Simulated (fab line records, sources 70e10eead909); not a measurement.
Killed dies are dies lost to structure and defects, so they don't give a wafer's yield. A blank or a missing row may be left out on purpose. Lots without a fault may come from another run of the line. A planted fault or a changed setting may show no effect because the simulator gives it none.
fab line records | flow nand_harc
record lots=10 wafers=30 last_day=33
route steps=1302 shown A_STAIRCASE@870 A_SGD_CUT@905 END@1302
lots that met no fault: from a run of the same line without faults
start_h: hours from the record's first day to the start of the lot's first wafer shown | wait_h: hours since the lot's step before | " the same as in the row above | L1.1+2: a row that stands for several wafers | - no value, or no start given | * or withheld: withheld | < > ~ a bound
route shown NAME@n: a module of which the file shows steps, and the number in the route of the first | usual: mean/standard deviation of fault-free wafers | same: alike in all rows | chamber/n: place in a boat | sites: the reading at each site | _std_site: their standard deviation | _edge_site: outer sites' mean less inner sites' | radius_mm: how far each site lies from the wafer's centre | mask NAME#n: copy n | behind: the tool/chamber that last shaped the wafer | hold: why the lot was held/for how many hours/how that ended | device: the transistor (n, p or np) that didn't switch | end of line: the same wafers' tests at the end of the route | a step without rows: its recipe alone | killed: dies lost to structure and defects at the first sort, not the wafer's yield | map: a wafer's dies, x killed, . not, _ none there
set.NAME: the setting as run; set.NAME@STEP: as run at that earlier step | model.NAME: the simulator's own value behind a step, which no gauge read
steps of the route over a sample of lots; a table a step, a row a wafer
services: from which hour (start_h, from the record's first day; less than 0 if before it) a tool's chamber was out of use, for how many hours, and why
## steps
# step NHARC_A_STAIRCASE_ETCH_444
# recipe target_depth_a=2.04e+05 time_s=6800 c4f8_flow_sccm=20 o2_flow_sccm=10 ar_flow_sccm=withheld rf_w=600 bias_w=1000 chemistry=C4F8/O2
# usual chamber_pressure_mTorr=24.996/0.026 oes_product_au=0.935/0.02 rf_vpp_V=807/6.5 run_length_s=6821.1/0.47
# same time_s=6800
# columns lot.wafer tool chamber start_h wait_h chamber_pressure_mTorr oes_product_au rf_hours_counter_h rf_vpp_V run_length_s
L307.3 rie_diel-04 1 439.49 0.1 24.993 0.922 28 798 6821.3
L307.2 " 2 " " 24.994 0.928 30 799 6821.2
L307.1 " 3 " " 24.963 0.933 27 804 6820.7
L311.3 rie_diel-09 1 470.43 0.1 24.963 0.930 43 809 6822.5
L311.1 " 2 " " 24.949 0.928 49 799 6820.8
L311.2 " 0 " " 25.007 0.926 45 797 6820.9
L310.4 rie_diel-04 1 471.07 0.5 24.972 0.933 36 799 6821
L310.2 " 3 " " 24.979 0.942 37 804 6821.5
L310.6 " 0 " " 24.990 0.917 - 813 6821.2
L314.3 rie_diel-01 2 494.89 0.5 25.029 0.925 34 810 6822
L314.1 " 3 " " 25.001 0.915 31 815 6820.8
L314.5 " 1 " " 24.943 0.915 - 802 6821
L319.2 rie_diel-04 0 549.52 0.1 25.015 0.967 3 814 6821.9
L319.1 " 1 " " 25.017 0.987 3 816 6821.1
L319.5 " 1 551.91 2.4 25.008 0.975 - 815 6821.6
L323.3 rie_diel-09 0 602.21 1.0 25.005 0.920 28 816 6821.2
L323.1 " 1 " " 25.020 0.926 37 809 6821.8
L323.6 " 2 " " 25.010 0.928 - 799 6820.5
L325.4 rie_diel-04 3 626.15 0.1 25.013 0.924 24 803 6820.8
L325.2 " 1 " " 24.970 0.930 26 816 6821.9
L325.3 " 2 " " 24.973 0.925 24 799 6820.7
L327.3 rie_diel-09 2 637.98 0.5 25.011 0.922 49 799 6820.6
L327.1 " 1 639.41 1.9 24.980 0.927 49 810 6822.4
L327.6 " 3 " " 25.015 0.925 - 814 6820.7
L328.1 rie_diel-01 0 638.30 1.0 24.988 0.919 28 803 6821
L328.2 " 1 " " 25.016 0.925 23 802 6821.1
L328.5 " 3 " " 25.022 0.921 - 813 6821.2
L330.4 rie_diel-01 0 649.65 0.5 25.051 0.922 33 802 6820.7
L330.3 " 1 " " 25.007 0.927 29 802 6821
L330.2 " 2 " " 25.035 0.930 37 809 6821.3
# step NHARC_A_SGD_CUT_ETCH_58
# recipe target_depth_a=390 over_etch_frac=0.3 time_s=65 ion_energy_ev=80 cf4_flow_sccm=150 ar_flow_sccm=0 rf_w=300 bias_w=100 chemistry=CF4
# usual chamber_pressure_mTorr=50.00/0.044 drypump_motor_current_A=5.8/0.56 oes_product_au=1.002/0.0078 rf_vpp_V=151.0/1 run_length_s=86.1/0.49 showerhead_plenum_p_Torr=1.75/0.063 throttle_valve_pct=13.285/0.0096
# same over_etch_frac=0.3
# columns lot.wafer tool chamber start_h wait_h chamber_pressure_mTorr drypump_motor_current_A oes_product_au rf_hours_counter_h rf_vpp_V run_length_s showerhead_plenum_p_Torr throttle_valve_pct
L307.1 rie_diel-10 0 448.96 0.3 50.00 6.3 1.000 1 151.3 86.5 1.78 13.295
L307.3 " 1 " " 49.95 6.5 1.001 1 150.1 86.2 1.69 13.287
L307.2 " 3 " " 50.03 6.5 0.998 1 152.3 86.5 1.79 13.269
L311.1 rie_diel-13 0 478.58 0.1 50.09 6.4 1.022 7 150.6 86.1 1.71 13.282
L311.3 " 1 " " 49.95 5.0 1.013 6 150.9 86.5 1.69 13.279
L311.2 " 2 " " 49.96 5.4 1.013 6 151.5 85.3 1.79 13.295
L310.2 rie_diel-03 1 478.73 0.1 49.91 6.0 0.995 1 151.3 85.9 1.71 13.299
L310.4 " 2 " " 50.05 5.9 0.996 1 152.2 86.3 1.80 13.275
L310.6 " 3 " " 50.00 4.9 1.003 - 149.9 85.7 1.70 13.280
L314.1 rie_diel-03 3 502.62 0.1 50.02 4.8 1.008 4 151.7 85.5 1.70 13.276
L314.3 " 2 " " 50.00 5.9 1.002 3 151.3 86.2 1.80 13.305
L314.5 " 2 " " 50.03 5.9 0.996 - 152.5 86.0 1.80 13.280
L319.2 rie_diel-13 1 557.81 0.1 49.94 5.0 1.005 1 149.8 86.6 1.68 13.278
L319.1 " 2 " " 49.99 5.4 1.000 1 152.2 85.2 1.79 13.291
L319.5 " 0 " " 49.97 6.4 0.996 - 150.5 86.0 1.71 13.276
L323.1 rie_diel-03 0 609.51 0.1 49.96 5.7 0.995 15 151.8 93.9 1.87 13.285
L323.3 " 1 " " 49.95 6.0 1.006 13 150.1 93.9 1.71 13.267
L323.6 " 1 " " 50.01 6.0 1.005 - 150.6 85.8 1.71 13.279
L325.4 rie_diel-03 1 634.53 0.1 49.99 6.0 0.998 16 150.6 86.4 1.71 13.271
L325.2 " 2 " " 49.99 5.9 0.997 14 153.0 86.0 1.79 13.286
L325.3 " 0 " " 50.00 5.7 0.990 18 153.1 93.2 1.87 13.296
L328.2 rie_diel-10 1 645.57 0.1 49.94 6.5 1.000 2 150.8 86.0 1.68 13.288
L328.1 " 2 " " 50.01 6.0 1.013 3 150.9 86.9 1.82 13.295
L328.5 " 1 " " 50.05 6.5 1.000 - 149.6 86.7 1.68 13.271
L327.1 rie_diel-13 1 646.25 0.1 49.96 5.0 1.014 7 148.9 86.6 1.68 13.307
L327.3 " 2 " " 50.04 5.4 1.008 6 151.9 85.2 1.79 13.296
L327.6 " 2 " " 50.06 5.4 0.995 - 151.7 85.4 1.79 13.285
L330.2 rie_diel-10 0 657.22 0.1 50.02 6.4 1.001 4 150.8 86.2 1.78 13.288
L330.3 " 2 " " 50.00 6.0 1.017 4 151.8 86.6 1.81 13.280
L330.4 " 3 " " 50.05 6.6 1.013 4 149.9 86.3 1.79 13.284
# step NHARC_A_SGD_CUT_STRIP_17
# recipe o2_flow_sccm=500 ar_flow_sccm=0 bias_w=0 chemistry=O2
# usual chamber_pressure_mTorr=60.00/0.056 drypump_motor_current_A=5.8/0.57 oes_product_au=1.001/0.0074 rf_vpp_V=57.8/0.88 showerhead_plenum_p_Torr=3.49/0.13 throttle_valve_pct=17.037/0.0086
# columns lot.wafer tool chamber start_h wait_h chamber_pressure_mTorr drypump_motor_current_A oes_product_au rf_hours_counter_h rf_vpp_V showerhead_plenum_p_Torr throttle_valve_pct
L307.3 rie_diel-10 3 - - 60.01 6.6 1.004 1 58.4 3.58 17.039
L307.2 " 0 " " 59.94 6.3 1.012 1 56.1 3.55 17.033
L307.1 " 1 " " 59.96 6.5 1.007 1 57.5 3.36 17.038
L311.1 rie_diel-13 2 - - 59.97 5.4 1.005 6 58.9 3.57 17.056
L311.2 " 0 " " 60.01 6.5 1.002 7 56.4 3.41 17.037
L311.3 " 1 " " 60.01 5.0 1.017 7 57.4 3.36 17.038
L310.2 rie_diel-03 0 - - 59.90 5.7 0.993 2 60.0 3.73 17.040
L310.4 " 1 " " 60.06 6.0 0.995 1 58.7 3.42 17.039
L310.6 " 3 " " 60.09 4.8 1.003 - 57.4 3.39 17.033
L314.1 rie_diel-03 3 - - 60.05 4.8 1.004 4 57.9 3.38 17.038
L314.3 " 2 " " 60.01 5.9 0.997 3 58.7 3.58 17.025
L314.5 " 0 " " 60.06 5.7 1.002 - 58.6 3.73 17.037
L319.2 rie_diel-13 0 - - 60.04 6.4 0.993 1 57.7 3.41 17.038
L319.1 " 3 " " 60.06 5.6 1.005 1 57.3 3.34 17.024
L319.5 " 0 " " 59.99 6.5 0.992 - 57.0 3.41 17.050
L323.1 rie_diel-03 3 - - 59.91 4.9 0.994 15 56.8 3.38 17.030
L323.3 " 0 " " 60.04 5.7 1.009 16 59.3 3.72 17.032
L323.6 " 3 " " 59.95 4.9 1.001 - 56.4 3.38 17.034
L325.2 rie_diel-03 0 - - 60.04 5.7 0.991 18 57.6 3.72 17.034
L325.3 " 1 " " 59.97 6.0 1.001 16 57.8 3.41 17.040
L325.4 " 2 " " 60.06 5.9 0.996 15 58.2 3.58 17.042
L328.2 rie_diel-10 2 - - 60.00 6.0 1.012 3 59.4 3.62 17.038
L328.1 " 1 " " 59.93 6.5 1.012 3 56.1 3.36 17.057
L328.5 " 3 " " 60.00 6.6 1.007 - 58.6 3.57 17.039
L327.1 rie_diel-13 1 - - 60.00 5.0 0.993 7 56.1 3.36 17.058
L327.3 " 3 " " 60.02 5.6 0.987 6 58.1 3.34 17.034
L327.6 " 1 " " 60.03 5.0 0.991 - 57.0 3.36 17.033
L330.2 rie_diel-10 0 - - 59.99 6.4 1.006 4 60.0 3.54 17.036
L330.3 " 2 " " 59.96 6.0 1.013 4 57.6 3.62 17.036
L330.4 " 3 " " 59.99 6.5 1.008 4 59.2 3.57 17.033
# step NHARC_A_SGD_CUT_ETCHBACK_24
# recipe target_depth_a=500 over_etch_frac=0.3 time_s=92.857 ion_energy_ev=120 ch3f_flow_sccm=50 o2_flow_sccm=30 ar_flow_sccm=200 rf_w=500 bias_w=100 chemistry=CH3F/O2
# usual chamber_pressure_mTorr=25.003/0.022 drypump_motor_current_A=5.9/0.54 oes_product_au=0.97/0.037 rf_vpp_V=244.0/1.5 showerhead_plenum_p_Torr=2.43/0.088 throttle_valve_pct=20.664/0.0085
# same over_etch_frac=0.3 time_s=92.857
# columns lot.wafer tool chamber start_h wait_h chamber_pressure_mTorr drypump_motor_current_A oes_product_au rf_hours_counter_h rf_vpp_V showerhead_plenum_p_Torr throttle_valve_pct
L307.1 rie_diel-03 3 454.42 0.1 24.947 4.8 1.01 15 243.6 2.36 20.661
L307.2 " 0 " " 25.005 5.7 1.00 15 246.0 2.61 20.667
L307.3 " 1 " " 25.014 6.0 1.00 14 245.9 2.38 20.650
L311.3 rie_diel-13 0 485.79 0.1 25.006 6.4 0.93 8 242.7 2.37 20.663
L311.2 " 2 " " 25.040 5.4 0.92 7 244.3 2.49 20.676
L311.1 " 3 " " 25.019 5.6 1.00 7 242.7 2.32 20.668
L310.4 rie_diel-10 0 485.81 0.2 24.966 6.4 0.98 3 243.8 2.47 20.660
L310.2 " 2 " " 24.991 6.0 0.97 1 245.1 2.53 20.653
L310.6 " 0 " " 24.993 6.3 0.97 - 244.8 2.47 20.672
L314.3 rie_diel-10 2 508.79 0.2 25.031 6.0 0.99 2 247.1 2.53 20.655
L314.1 " 3 " " 25.033 6.6 1.00 4 244.8 2.49 20.664
L314.5 " 1 " " 24.997 6.5 0.99 - 243.1 2.34 20.654
L319.2 rie_diel-10 3 564.11 0.1 24.993 6.5 1.00 7 245.5 2.49 20.674
L319.1 " 0 " " 25.028 6.4 1.00 8 245.3 2.47 20.654
L319.5 " 0 " " 25.011 6.3 1.00 - 243.0 2.47 20.666
L323.1 rie_diel-13 2 615.82 0.2 25.025 5.4 1.00 5 244.2 2.49 20.658
L323.3 " 3 " " 25.030 5.6 1.00 5 241.9 2.32 20.647
L323.6 " 2 " " 24.986 5.4 1.00 - 245.6 2.49 20.669
L325.2 rie_diel-13 1 643.34 0.2 25.009 5.0 1.01 6 242.9 2.34 20.669
L325.3 " 2 " " 25.016 5.5 1.00 6 243.9 2.49 20.653
L325.4 " 3 " " 25.029 5.6 0.99 - 242.1 2.32 20.650
L328.2 rie_diel-13 2 652.24 0.1 24.966 5.4 0.92 7 245.8 2.49 20.654
L328.1 " 3 " " 24.982 5.6 0.91 7 241.5 2.32 20.667
L328.5 " 2 " " 25.036 5.4 0.92 - 245.4 2.49 20.653
L327.1 rie_diel-13 2 652.38 0.2 25.014 5.4 0.92 7 246.4 2.49 20.661
L327.3 " 3 " " 25.045 5.6 0.91 7 242.3 2.32 20.653
L327.6 " 1 " " 24.985 5.0 0.93 - 241.5 2.33 20.650
L330.3 rie_diel-03 2 663.39 0.2 25.034 5.9 1.00 1 243.7 2.49 20.653
L330.4 " 3 " " 25.008 4.8 1.01 1 243.6 2.35 20.671
L330.2 " 0 " " 25.013 5.7 1.00 1 246.9 2.60 20.668
# step NHARC_END_SORT_01
# recipe temp_c=25
# usual killed_at_array=61/23 killed_at_other=1.3/1.4 killed_at_periphery=4.0/2.6 killed_dies=66/22 killed_open=3.4/1.8 killed_short=2.3/1.4
# same gross_dies=677
# columns lot.wafer tool chamber start_h wait_h killed_at_array killed_at_other killed_at_periphery killed_dies killed_open killed_short
L323.1 prober-01 0 732.72 2.5 90 2 8 100 7 4
L323.3 prober-01 0 734.31 3.1 84 3 6 93 4 1
L323.6 prober-01 0 736.69 4.0 67 1 3 71 2 2
# killed by level:class
L323.1 A_SLIT:chamber_film_flake=36 A_CHANNEL_HOLE_D1:chamber_film_flake=35 A_DECK1_JOINT:chamber_film_flake=6 A_CONTACT:chamber_film_flake=4 P_STI:chamber_film_flake=3 A_CHANNEL_FILL_D1:geometric_particle:open=2 A_WL_FILL:geometric_particle:short=2 P_CONTACT:geometric_particle:open=1
L323.3 A_CHANNEL_HOLE_D1:chamber_film_flake=39 A_SLIT:chamber_film_flake=29 A_CONTACT:chamber_film_flake=5 A_STAIRCASE:chamber_film_flake=3 THIN_TSV:chamber_film_flake=3 P_STI:chamber_film_flake=2 P_M1:chamber_film_flake=2 A_DECK1_JOINT:chamber_film_flake=2
L323.6 A_SLIT:chamber_film_flake=30 A_CHANNEL_HOLE_D1:chamber_film_flake=22 A_CONTACT:chamber_film_flake=4 A_CHANNEL_FILL_D1:chamber_film_flake=3 A_STAIRCASE:chamber_film_flake=2 A_ONON_D1:geometric_particle:short=1 A_CHANNEL_HOLE_D2:geometric_particle:short=1 A_CHANNEL_FILL_D2:geometric_particle:open=1
## services
# columns tool chamber start_h hours kind
rie_diel-01 3 419.12 9.8 repair
rie_diel-10 - 419.50 9.0 pm
rie_diel-04 0 422.55 17.5 repair
rie_diel-09 - 442.47 0.2 repair
rie_diel-10 2 446.74 13.7 repair
rie_diel-03 - 458.30 9.0 pm
rie_diel-04 1 460.53 6.7 repair
rie_diel-13 3 467.93 1.9 repair
rie_diel-13 3 475.17 6.2 repair
rie_diel-13 1 480.86 5.4 repair
rie_diel-03 1 499.91 9.9 repair
rie_diel-04 0 508.72 4.9 repair
rie_diel-03 2 515.60 7.7 repair
rie_diel-13 - 519.04 9.0 pm
rie_diel-04 - 533.00 9.0 pm
rie_diel-03 - 535.04 0.7 repair
rie_diel-10 3 543.77 5.0 repair
rie_diel-13 3 547.43 2.9 repair
rie_diel-03 2 581.81 9.6 repair
rie_diel-10 - 582.42 0.3 repair
rie_diel-10 - 596.50 9.0 pm
rie_diel-13 - 628.07 0.5 repair
rie_diel-03 - 635.30 9.0 pm
rie_diel-13 0 637.30 15.2 repair
## key
first_sign step=NHARC_A_SGD_CUT_ETCH_58 reading=run_length_s direction=up sigmas=15 usual=* struck=*
effect none on later readings
met_at NHARC_A_SGD_CUT_ETCH_58
struck_lots L323,L325
struck_wafers L323.1,L323.3,L325.3
tester_left_out L323,L325
not_acting_at NHARC_A_STAIRCASE_ETCH_444,NHARC_A_SGD_CUT_STRIP_17,NHARC_A_SGD_CUT_ETCHBACK_24
onset_between 502.62 609.51
fault kind=process_parameter_drift tool=rie_diel-03 chamber=- onset_h=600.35 steps=NHARC_A_SGD_CUT_ETCH_58 channel=time_s offset=* shape=step end_h=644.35 scope=struck_wafers_only acts_in=* stated=*
# tester_left_out: of these lots the tester's yield and bins aren't shown, on N5 and GAA mostly nor the transistor test; their killed dies are dies lost to structure and defects alone, not to doping, threshold or leakage, so they don't give the yield
